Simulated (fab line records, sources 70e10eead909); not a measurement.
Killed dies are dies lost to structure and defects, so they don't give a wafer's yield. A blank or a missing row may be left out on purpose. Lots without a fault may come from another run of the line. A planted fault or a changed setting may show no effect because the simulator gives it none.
Which tool did it? | flow nand_harc | 6 lots, 18 wafers sampled, at 5 steps of a route of 1159

WHAT THE GAUGES READ, wafer by wafer
NHARC_END_SORT_01.
lot  | measured     | on        | killed_at_periphery
L258 | day 20 00:38 | prober-01 | 1 1 1
L261 | day 20 17:52 | prober-01 | 0 1 3
L272 | day 24 03:14 | prober-02 | 1 4 2

WHICH TOOL RAN EACH LOT (tool, then ch and the chambers of the sampled wafers, then the start)
lot  | NHARC_A_CHANNEL_FILL_D1_ALD_02   | NHARC_A_CHANNEL_FILL_D1_ALD_15                 | NHARC_A_CHANNEL_FILL_D1_STRIP_29              | NHARC_A_STAIRCASE_STRIP_171
L258 | ald_hk-02 ch 1,2,3, day 9 10:57  | ald_sin_batch-01 ch 0, day 11 04:25 or earlier | rie_diel-13 ch 2,3, day 11 04:25              | plasma_asher-01 ch 0, day 11 11:55
L261 | ald_hk-02 ch 1,2, day 9 21:14    | ald_sin_batch-01 ch 0, day 11 21:55 or earlier | rie_diel-13 ch 1,2, day 11 21:55 or earlier   | plasma_asher-01 ch 0,1, day 11 21:55
L264 | ald_hk-04 ch 0,2,3, day 10 15:29 | ald_sin_batch-03 ch 0, day 12 19:06 or earlier | rie_diel-13 ch 0,2,3, day 12 19:06 or earlier | plasma_asher-02 ch 0,1, day 12 19:06
L266 | ald_hk-02 ch 0,1,3, day 10 20:04 | ald_sin_batch-01 ch 0, day 12 18:49 or earlier | rie_diel-05 ch 1,2, day 12 18:49 or earlier   | plasma_asher-02 ch 1, day 12 18:49
L272 | ald_hk-04 ch 0,2, day 12 18:58   | ald_sin_batch-01 ch 0, day 14 23:08 or earlier | rie_diel-13 ch 2,3, day 14 23:08 or earlier   | plasma_asher-01 ch 0,1, day 14 23:08
L278 | ald_hk-01 ch 1,2, day 13 14:30   | ald_sin_batch-02 ch 0, day 15 18:50 or earlier | rie_diel-01 ch 0,2,3, day 15 18:50 or earlier | plasma_asher-01 ch 0,1, day 15 18:50
- NHARC_A_CHANNEL_FILL_D1_ALD_02: deposits SiO2, target thk 6 nm, pulse time 10 s, ald cycles 60.
- NHARC_A_CHANNEL_FILL_D1_ALD_15: deposits SiNx, target thk 2 nm, pulse time 60 s, ald cycles 19.
- NHARC_A_CHANNEL_FILL_D1_STRIP_29: strips in O2, time 20 s.
- NHARC_A_STAIRCASE_STRIP_171: strips in O2.

THE ANSWER, worked out from the rows above alone
Rule: what is usual is taken from the lots themselves. Put in order of their means at a reading, lots are off if they are a third of the lots or fewer, leave a main group of 4 or more, and stand apart from it by a gap of 3 or more times the standard deviation of the main group's means; of several such gaps the widest counts. A main group whose means are all the same, to the digits that the tables above print for the reading, isn't used. A lot without any number at a reading at which 4 lots or more have one is off too. The other lots that the step has rows for count as sound.
No lot is off at any reading shown: from this, nothing can be told.

WHAT THE SIMULATOR HAD PUT IN
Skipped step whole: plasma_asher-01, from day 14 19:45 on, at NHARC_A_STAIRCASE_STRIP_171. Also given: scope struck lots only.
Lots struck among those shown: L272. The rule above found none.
